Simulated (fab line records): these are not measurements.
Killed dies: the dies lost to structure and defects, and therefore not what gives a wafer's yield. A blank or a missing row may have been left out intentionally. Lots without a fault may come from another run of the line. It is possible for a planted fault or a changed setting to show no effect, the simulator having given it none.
Split-lot experiment    flow n5-finfet    39 wafers read across 7 lots, on a route 1938 steps long

## SPLIT DETAILS
At N5_ZERO_LAYER_DEVELOP_10 (develop time 60 s), the setting develop-time-s was moved away from the recipe's 60 s on 12 of the 39 wafers read, by -25.8% to +48.0%. For the rest of the wafers, this setting stayed at what the recipe calls for.

## SPLIT TO READING: what lies between them in the file, 1 step
- N5_ZERO_LAYER_HARDBAKE_23: time 120 s

## THE READING
At N5_ZERO_LAYER_CD_MEAS_11: cd-nm in nanometres, against a target cd of 2000 nm. A value of 1999.0 nm with a standard deviation of 2.3 nm is what fault-free wafers of this fab line usually give.

wafer   tool, chamber at the split  develop-time-s as run, s  against the recipe  cd-nm, nm  against lot-mates on the recipe
L075.1  litho-track-03, 0           60                        recipe              2001.6     -
L075.2  litho-track-03, 0           60                        recipe              2000.6     -
L075.3  litho-track-03, 0           60                        recipe              1998.5     -
L075.4  litho-track-03, 0           60                        recipe              1996.3     -
L075.5  litho-track-03, 0           60                        recipe              2000.0     -
L075.6  litho-track-03, 0           60                        recipe              1998.7     -
L076.1  litho-track-02, 0           60                        recipe              1998.2     -
L076.2  litho-track-02, 0           69.97                     +16.6%              2002.5     +3.8
L076.3  litho-track-02, 0           69.97                     +16.6%              2001.0     +2.3
L076.4  litho-track-02, 0           60                        recipe              1999.3     -
L076.5  litho-track-02, 0           60                        recipe              1998.6     -
L076.6  litho-track-02, 0           69.97                     +16.6%              2000.4     +1.7
L082.1  litho-track-03, 0           88.78                     +48.0%              2004.9     +8.9
L082.2  litho-track-03, 0           88.78                     +48.0%              2005.7     +9.7
L082.3  litho-track-03, 0           60                        recipe              1992.9     -
L082.4  litho-track-03, 0           60                        recipe              1998.0     -
L082.5  litho-track-03, 0           60                        recipe              1997.1     -
L082.6  litho-track-03, 0           88.78                     +48.0%              2005.3     +9.3
L084.1  litho-track-05, 0           60                        recipe              1998.7     -
L084.2  litho-track-05, 0           60                        recipe              1995.9     -
L084.3  litho-track-05, 0           60                        recipe              1997.4     -
L084.4  litho-track-05, 0           60                        recipe              1994.9     -
L084.5  litho-track-05, 0           60                        recipe              1996.3     -
L084.6  litho-track-05, 0           60                        recipe              1994.9     -
L085.1  litho-track-03, 0           75                        +25.0%              2003.2     +1.5
L085.2  litho-track-03, 0           75                        +25.0%              2006.3     +4.6
L085.3  litho-track-03, 0           60                        recipe              2001.3     -
L085.4  litho-track-03, 0           75                        +25.0%              2005.8     +4.1
L085.5  litho-track-03, 0           60                        recipe              2001.3     -
L085.6  litho-track-03, 0           60                        recipe              2002.6     -
L092.1  litho-track-02, 0           60                        recipe              1997.7     -
L092.5  litho-track-02, 0           60                        recipe              1996.3     -
L092.6  litho-track-02, 0           60                        recipe              1998.9     -
L096.1  litho-track-02, 0           60                        recipe              1999.4     -
L096.2  litho-track-02, 0           44.52                     -25.8%              1990.8     -8.1
L096.3  litho-track-02, 0           44.52                     -25.8%              1993.8     -5.1
L096.4  litho-track-02, 0           60                        recipe              1997.8     -
L096.5  litho-track-02, 0           44.52                     -25.8%              1991.3     -7.6
L096.6  litho-track-02, 0           60                        recipe              1999.5     -

THE FIT
A straight line over all 39 wafers: cd-nm changes by +0.188 nm for each +1% of develop-time-s; r = +0.83; the points scatter about the line by 2.2 nm.
The same after taking each lot's own level away (the mean of its wafers on the recipe; 39 wafers): +0.2 nm for each +1%; r = +0.92; scatter 1.5 nm.
On that fit, the largest move of develop-time-s shifts the reading by 9.6 nm.
Measured against the standard deviation above, the lots' own levels, which go from 1996.00 to 2001.73 nm, span 2.5 times it.
The two slopes agree, so the slope changes little with the lot-to-lot level.
Check: +9.35 nm against its lot-mates is what the line predicts for one of the wafers moved furthest among these (+48.0%) when that wafer is left out of the fit. Against them it came out at +8.9 nm.

## FILE'S OWN FIT
cd-nm changes by +0.195 nm for each +1% of develop-time-s, r = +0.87.
